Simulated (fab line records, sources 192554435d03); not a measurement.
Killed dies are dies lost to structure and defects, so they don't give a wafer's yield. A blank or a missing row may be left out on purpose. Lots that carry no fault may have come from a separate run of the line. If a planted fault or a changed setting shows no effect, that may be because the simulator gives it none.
Chamber matching / flow n5 finfet / rie diel-03 running N5_BEOL_M4_VIA_ETCH_34: 4 sister chambers
The step etches the open film in C4F6/O2, target depth 69.4 nm, time 65.9 s. 8 wafers are shown with their chamber, then 8 later ones without.

== EACH WAFER AND ITS CHAMBER ==
wafer=L080.2; chamber=0; showerhead plenum p Torr (Torr)=2.91; rf vpp V (V)=681
wafer=L080.6; chamber=2; showerhead plenum p Torr (Torr)=2.73; rf vpp V (V)=645
wafer=L079.4; chamber=3; showerhead plenum p Torr (Torr)=2.90; rf vpp V (V)=655
wafer=L079.6; chamber=3; showerhead plenum p Torr (Torr)=2.90; rf vpp V (V)=654
wafer=L084.1; chamber=1; showerhead plenum p Torr (Torr)=2.71; rf vpp V (V)=671
wafer=L084.3; chamber=0; showerhead plenum p Torr (Torr)=2.91; rf vpp V (V)=680
wafer=L084.4; chamber=2; showerhead plenum p Torr (Torr)=2.73; rf vpp V (V)=645
wafer=L086.1; chamber=1; showerhead plenum p Torr (Torr)=2.70; rf vpp V (V)=672

== WAFERS WHOSE CHAMBER IS MISSING ==
wafer=L086.2; showerhead plenum p Torr (Torr)=2.90; rf vpp V (V)=680
wafer=L086.5; showerhead plenum p Torr (Torr)=2.72; rf vpp V (V)=645
wafer=L093.3; showerhead plenum p Torr (Torr)=2.90; rf vpp V (V)=680
wafer=L093.4; showerhead plenum p Torr (Torr)=2.90; rf vpp V (V)=680
wafer=L093.5; showerhead plenum p Torr (Torr)=2.89; rf vpp V (V)=654
wafer=L094.4; showerhead plenum p Torr (Torr)=3.04; rf vpp V (V)=681
wafer=L094.5; showerhead plenum p Torr (Torr)=2.88; rf vpp V (V)=653
wafer=L094.6; showerhead plenum p Torr (Torr)=2.72; rf vpp V (V)=645

== WHICH CHAMBER EACH ONE RAN IN ==
wafer=L086.2; from the rows above=0; in truth=0
wafer=L086.5; from the rows above=2; in truth=2
wafer=L093.3; from the rows above=0; in truth=0
wafer=L093.4; from the rows above=0; in truth=0
wafer=L093.5; from the rows above=3; in truth=3
wafer=L094.4; from the rows above=0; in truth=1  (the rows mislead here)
wafer=L094.5; from the rows above=3; in truth=3
wafer=L094.6; from the rows above=2; in truth=2
Placed correctly: 7 of 8. From these rows, 0 cannot be placed. Placed wrongly: 1.
How it was worked out, from the rows above alone: a wafer's distance from a chamber is the root of the sum, over the readings, of the square of ((its reading less the chamber's mean) divided by the reading's scatter). If the next closest chamber is less than 2 further off than the closest, the wafer can't be placed; otherwise it belongs to the closest. For every chamber, the mean is computed from those of its wafers that are shown. How the scatter is found: for the shown wafers, subtract from each reading the mean of its chamber, square and add these, divide the total by (wafers less chambers), then take the root.
